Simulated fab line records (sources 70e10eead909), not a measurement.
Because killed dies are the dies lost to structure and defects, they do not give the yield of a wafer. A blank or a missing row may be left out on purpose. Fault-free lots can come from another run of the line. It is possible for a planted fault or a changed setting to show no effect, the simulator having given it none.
Chamber matching / flow nand harc / 4 sister chambers for NHARC_A_CHANNEL_FILL_D2_ALD_16 on ald hk-04
The step deposits SiO2, target thk 1.5 nm, pulse time 10 s, ald cycles 15. 4 wafers are shown with their chamber, then 9 later ones without.

== WAFERS WITH THEIR CHAMBER ==
wafer=L079.3; chamber=2; heater power w (W)=479
wafer=L087.1; chamber=1; heater power w (W)=424
wafer=L087.3; chamber=3; heater power w (W)=412
wafer=L087.4; chamber=0; heater power w (W)=495

== WAFERS WHOSE CHAMBER IS MISSING ==
wafer=L089.2; heater power w (W)=429
wafer=L089.3; heater power w (W)=486
wafer=L089.6; heater power w (W)=409
wafer=L092.2; heater power w (W)=406
wafer=L092.3; heater power w (W)=470
wafer=L092.5; heater power w (W)=395
wafer=L093.1; heater power w (W)=430
wafer=L093.4; heater power w (W)=490
wafer=L093.5; heater power w (W)=426

== THE CHAMBER EACH PASSED THROUGH ==
wafer=L089.2; from the rows above=can't be placed: 1 or 3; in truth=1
wafer=L089.3; from the rows above=can't be placed: 2 or 0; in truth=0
wafer=L089.6; from the rows above=can't be placed: 3 or 1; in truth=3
wafer=L092.2; from the rows above=can't be placed: 3 or 1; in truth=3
wafer=L092.3; from the rows above=2; in truth=2
wafer=L092.5; from the rows above=can't be placed: 3 or 1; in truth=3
wafer=L093.1; from the rows above=can't be placed: 1 or 3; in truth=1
wafer=L093.4; from the rows above=can't be placed: 0 or 2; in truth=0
wafer=L093.5; from the rows above=can't be placed: 1 or 3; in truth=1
Placed correctly: 1 of 9. Cannot be placed on the basis of these rows: 8; the candidates contain the true chamber in 8. Placed wrongly: 0.
How it was worked out, from the rows above alone: a wafer's distance from a chamber is the root of the sum, over the readings, of the square of ((its reading less the chamber's mean) divided by the reading's scatter). If the next closest chamber is less than 2 further off than the closest, the wafer can't be placed; otherwise it belongs to the closest. The mean given for a chamber averages the wafers shown for that chamber. The scatter (one wafer shown for each chamber): square how far every hidden wafer sits from the nearest shown wafer, average those squares and take the square root.
